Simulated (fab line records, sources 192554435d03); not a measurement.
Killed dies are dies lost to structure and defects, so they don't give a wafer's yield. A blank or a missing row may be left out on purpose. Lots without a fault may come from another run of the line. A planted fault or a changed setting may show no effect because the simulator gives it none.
A struck lot beside a sound one | flow n5_finfet | 16 steps out of a route of 1938
Sound: wafers L504.2, L504.3, L504.5. Struck: wafers L513.4, L513.5, L513.6. The cause comes at the end.
At each step with rows: each side's tool, then ch and its chambers, then its first start. Under that, the readings that differ: sound wafers | struck wafers | difference of the means | sigmas: that difference in standard deviations of wafers without a fault.
alike: readings whose means differ by less than 2 such deviations, and words and numbers that are the same on both sides. not compared: withheld readings, readings that some wafer has no value for, bounds like >300 that may hide the same value, and numbers for which the record gives no deviation and whose values overlap.
The two part at a step that has a row with sigmas, a row that says differs or no value, or rows on one side only. Numbers that don't overlap but have no deviation are shown without sigmas and don't part them. A reading that every wafer of one side lacks parts them only if that side has two wafers or more.

first, 8 steps without rows for these wafers: N5_BEOL_M0_SAQP_COAT_72 (time 60 s, resist thk 15 nm); N5_BEOL_M0_SAQP_COAT_87 (time 60 s, resist thk 5 nm); N5_BEOL_M0_SAQP_COAT_34 (resist thk 30 nm); N5_BEOL_M0_SAQP_EBR_36; N5_BEOL_M0_SAQP_SOFTBAKE_35 (time 60 s); N5_BEOL_M0_SAQP_EXPOSE_37 (exposes mask M0 CUT1, target cd 30 nm); N5_BEOL_M0_SAQP_PEB_38 (peb time 60 s); N5_BEOL_M0_SAQP_DEVELOP_39 (develop time 30 s).
N5_BEOL_M0_SAQP_CD_MEAS_40: target cd 30 nm.
  sound on cd_sem-02 ch 0, day 6 15:33; struck on cd_sem-03 ch 0, day 9 00:41
  alike: cd_nm
N5_BEOL_M0_SAQP_OVL_MEAS_41:
  sound on overlay-01 ch 0, day 6 15:35; struck on overlay-02 ch 0, day 9 00:43
  alike: M0_CUT1_OVL
N5_BEOL_M0_SAQP_INSPECT_42: inspects for defects (brightfield).
  sound on defect_inspect-02, day 6 15:38; struck on defect_inspect-02, day 9 00:46
  alike: raw_defect_count
N5_BEOL_M0_SAQP_DESCUM_45: chemistry O2, time 7 s.
  sound on rie_diel-01 ch 1,2, day 6 15:42; struck on rie_diel-01 ch 1,2,3, day 9 00:49
  alike: drypump_motor_current_A, oes_product_au, rf_vpp_V, showerhead_plenum_p_Torr, throttle_valve_pct
  not compared: rf_hours_counter_h
N5_BEOL_M0_SAQP_ETCH_88: etches underlayer in N2/H2, target depth 6.5 nm, time 5.2 s.
  sound on rie_diel-01 ch 1,2, day 6 15:44; struck on rie_diel-01 ch 1,2,3, day 9 00:50
  no value came back on the struck wafers for any of 8 readings (bias_w (W), chamber_pressure_mTorr (mTorr) and others); on the sound wafers bias_w (W) reads 149.5 149.6 150.6
  not compared: rf_hours_counter_h
N5_BEOL_M0_SAQP_ETCH_73: etches SiARC in CF4, target depth 19.5 nm, time 32.5 s.
  sound on rie_diel-01 ch 1,2, day 6 15:45; struck on rie_diel-01 ch 1,2,3, day 9 00:52
  alike: bias_w, cf4_flow_sccm, drypump_motor_current_A, etch_rf_on_time_s, oes_product_au, rf_vpp_V, showerhead_plenum_p_Torr, throttle_valve_pct
  not compared: rf_hours_counter_h
-- the record jumps here: 2 days lie between the struck wafers' starts before and after (it left off in module BEOL_M0_SAQP and takes up again in module BEOL_M4, whose first step shown is number 1111 of the route) --
N5_BEOL_M4_RC_MEAS_101:
  sound on prober-02 ch 0, day 8 14:42; struck on prober-02 ch 0, day 11 07:40
  alike: DIBL_N, DIBL_P, IOFF_N, IOFF_P, ION_N, ION_P, SS_N, SS_P, VT_N, VT_P
N5_PASSIVATION_PROBE_49:
  the record has rows for the sound wafers here (prober-01, day 13 01:56) and none for the struck ones

WHERE THEY PART
First at N5_BEOL_M0_SAQP_ETCH_88; last, within this record, at N5_PASSIVATION_PROBE_49.

WHY: what the simulator had put in
Skipped step whole: rie_diel-01, from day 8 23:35 on, at N5_BEOL_M0_SAQP_ETCH_88. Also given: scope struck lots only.
